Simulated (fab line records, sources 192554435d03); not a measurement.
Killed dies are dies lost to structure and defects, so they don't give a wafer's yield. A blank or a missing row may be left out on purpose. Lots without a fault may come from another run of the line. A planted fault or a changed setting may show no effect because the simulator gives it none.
A struck lot beside a sound one | flow n5_finfet | 19 steps out of a route of 1938
Sound: wafers L278.2, L278.5, L278.6. Struck: wafer L292.1. (L292.4 of the same lot was not struck and is left out.) The cause comes at the end.
At each step with rows: each side's tool, then ch and its chambers, then its first start. Under that, the readings that differ: sound wafers | struck wafers | difference of the means | sigmas: that difference in standard deviations of wafers without a fault.
alike: readings whose means differ by less than 2 such deviations, and words and numbers that are the same on both sides. not compared: withheld readings, readings that some wafer has no value for, bounds like >300 that may hide the same value, and numbers for which the record gives no deviation and whose values overlap.
The two part at a step that has a row with sigmas, a row that says differs or no value, or rows on one side only. Numbers that don't overlap but have no deviation are shown without sigmas and don't part them. A reading that every wafer of one side lacks parts them only if that side has two wafers or more.

first, 2 steps without rows for these wafers: N5_FIN_CUT_PEB_06 (peb time 60 s); N5_FIN_CUT_DEVELOP_07 (develop time 30 s).
N5_FIN_CUT_CD_MEAS_08: target cd 29.1 nm.
  sound on cd_sem-02 ch 0, day 3 03:49; struck on cd_sem-01 ch 0, day 6 14:46
  alike: cd_nm
N5_FIN_CUT_OVL_MEAS_09:
  sound on overlay-01 ch 0, day 3 03:50; struck on overlay-01 ch 0, day 6 14:47
  alike: FIN_CUT_OVL
N5_FIN_CUT_INSPECT_10: inspects for defects (brightfield).
  sound on defect_inspect-02, day 3 03:53; struck on defect_inspect-02, day 6 14:51
  alike: raw_defect_count
then, 3 steps without rows for these wafers: N5_FIN_CUT_DESCUM_13 (chemistry O2, time 7 s); N5_FIN_CUT_ETCH_30 (etches underlayer in N2/H2, target depth 13 nm, time 10.4 s); N5_FIN_CUT_ETCH_20 (etches SiARC in CF4, target depth 26 nm, time 43.3 s).
N5_FIN_CUT_ETCH_21: etches SOC in N2/H2, target depth 219 nm, overetch 43.8 nm, time 523.5 s.
  sound on rie_diel-05 ch 0,2,3, day 3 04:01; struck on rie_diel-03 ch 2, day 6 15:01
  alike: drypump_motor_current_A, oes_product_au, rf_vpp_V, run_length_s, showerhead_plenum_p_Torr, throttle_valve_pct
  not compared: rf_hours_counter_h
then, 3 steps without rows for these wafers: N5_FIN_CUT_STRIP_23 (strips in N2/H2); N5_FIN_CUT_STRIP_31 (strips in N2/H2); N5_FIN_CUT_STRIP_24 (strips in CF4).
N5_FIN_CUT_CUT_ETCH_26: etches SiNx in CH3F/O2, target depth 39 nm, time 55.7 s.
  sound on rie_diel-05 ch 0,2,3, day 3 04:22; struck on rie_diel-03 ch 2, day 6 15:22
  reading                                  | sound             | struck | difference | sigmas
  run_length_s (s)                         | 78.71 79.10 79.04 | 94.15  | +15.20     | +52
  model.etch.depth_nm (nm)                 | 38.33 39.41 38.85 | 48.55  | +9.69      |
  model.SOC_of_FIN_CUT_COAT_18.thk_nm (nm) | 212 211.6 211.8   | 206.8  | -5.0       |
  alike: drypump_motor_current_A, oes_ar_750_au, oes_f_703_au, oes_product_au, rf_vpp_V, showerhead_plenum_p_Torr, throttle_valve_pct
  not compared: rf_hours_counter_h
N5_FIN_CUT_CUT_ETCH_27: etches SiO2 in CHF3/O2, target depth 4 nm, overetch 2 nm, time 4.9 s.
  sound on rie_diel-05 ch 0,2,3, day 3 04:25; struck on rie_diel-03 ch 2, day 6 15:25
  alike: drypump_motor_current_A, oes_ar_750_au, oes_f_703_au, oes_product_au, rf_vpp_V, showerhead_plenum_p_Torr, throttle_valve_pct
  not compared: rf_hours_counter_h
N5_FIN_CUT_PRECLEAN_35: cleans in vHF, time 13.3 s.
  sound on vapor_etch-02 ch 0,1, day 3 04:29; struck on vapor_etch-01 ch 1, day 6 15:28
  alike: drypump_motor_current_A
N5_FIN_CUT_CUT_ETCH_15: etches Si in HBr/Cl2/O2, target depth 100 nm, bt time 10 s, time 42.4 s.
  sound on rie_si-03 ch 0,2,3, day 3 04:34; struck on rie_si-03 ch 0, day 6 15:33
  alike: drypump_motor_current_A, oes_product_au, throttle_valve_pct
  not compared: rf_hours_counter_h
N5_FIN_CUT_CUT_ETCH_28: etches Si in HBr/Cl2/O2, target depth 6 nm, time 2.4 s.
  sound on rie_si-03 ch 0,2,3, day 3 04:37; struck on rie_si-03 ch 0, day 6 15:37
  reading                                  | sound             | struck | difference | sigmas
  model.SOC_of_FIN_CUT_COAT_18.thk_nm (nm) | 169.4 167.8 168.4 | 164.2  | -4.3       |
  alike: drypump_motor_current_A, oes_product_au, throttle_valve_pct
  not compared: rf_hours_counter_h
N5_FIN_CUT_STRIP_22: strips in N2/H2.
  sound on rie_diel-05 ch 1,2, day 3 04:43; struck on rie_diel-05 ch 1, day 6 15:41
  alike: drypump_motor_current_A, oes_product_au, rf_vpp_V, showerhead_plenum_p_Torr, throttle_valve_pct
  not compared: rf_hours_counter_h
-- the record jumps here: 6 days lie between the struck wafers' starts before and after (it left off in module FIN_CUT and takes up again in module BEOL_M4, whose first step shown is number 1111 of the route) --
N5_BEOL_M4_RC_MEAS_101:
  sound on prober-02 ch 0, day 9 08:02; struck on prober-02 ch 0, day 12 18:34
  alike: DIBL_N, DIBL_P, IOFF_N, IOFF_P, ION_N, ION_P, SS_N, SS_P, VT_N, VT_P

WHERE THEY PART
Only at N5_FIN_CUT_CUT_ETCH_26, within this record. Later steps at which nothing parts them and some readings are alike: N5_FIN_CUT_CUT_ETCH_27, N5_FIN_CUT_PRECLEAN_35, N5_FIN_CUT_CUT_ETCH_15, N5_FIN_CUT_CUT_ETCH_28, N5_FIN_CUT_STRIP_22, N5_BEOL_M4_RC_MEAS_101.

WHY: what the simulator had put in
Process parameter drift: rie_diel-03, from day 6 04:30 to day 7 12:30, at N5_FIN_CUT_CUT_ETCH_26. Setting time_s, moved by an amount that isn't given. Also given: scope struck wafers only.
